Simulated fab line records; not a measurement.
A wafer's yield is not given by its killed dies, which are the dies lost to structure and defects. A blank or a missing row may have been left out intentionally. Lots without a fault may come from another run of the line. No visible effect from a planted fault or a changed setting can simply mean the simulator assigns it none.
The tool behind it: which one? + flow nandHarc + 36 wafers sampled from 12 lots at 1 step of a route of 1302

== WHAT THE GAUGES SHOWED, per wafer ==
NHARC_A_CONTACT_OVL_MEAS_09.
| lot  | measured     | on         | overlayXNm (nm) |
|------|--------------|------------|-----------------|
| L075 | day 22 16:47 | overlay-02 | 0.6 1.2 0.7     |
| L077 | day 23 07:20 | overlay-02 | -0.4 0.3 -0.4   |
| L079 | day 24 00:40 | overlay-01 | 0.2 0.3 0.5     |
| L081 | day 25 10:49 | overlay-01 | 0.5 0.4 1.0     |
| L082 | day 25 23:47 | overlay-02 | 1.8 1.2 0.9     |
| L085 | day 27 02:46 | overlay-01 | -0.5 -0.1 -0.2  |
| L088 | day 27 17:15 | overlay-01 | -0.7 -1.0 -1.4  |
| L089 | day 27 19:55 | overlay-02 | 0.3 0.1 0.0     |
| L090 | day 28 22:10 | overlay-02 | -0.3 -0.1 -0.2  |
| L093 | day 29 21:49 | overlay-01 | 0.1 0.1 0.5     |
| L095 | day 30 19:16 | overlay-01 | 0.6 -0.2 0.5    |
| L097 | day 32 14:22 | overlay-02 | 0.6 0.9 0.4     |

== WHAT TOOL EACH LOT RAN ON (gives the tool, then ch and the chambers of the sampled wafers, and finally the start) ==
There is no process step in the record ahead of these readings.

== THE ANSWER, worked out from the rows above alone ==
Rule: the usual values come from the lots themselves. The widest of any qualifying gaps counts: lots, ordered by their means at a reading, are off when they make up no more than a third of the lots, leave a main group of 4 or more, and stand apart from it by 3 or more times the standard deviation of that group's means. If all means in a main group match to the digits the tables above print for the reading, that group is not used. Also off: a lot with no number at a reading for which 4 or more lots have one. All remaining lots with rows at the step are treated as sound.
None of the lots is off at any reading shown; this tells nothing.

== WHAT HAD BEEN PUT IN BY THE SIMULATOR ==
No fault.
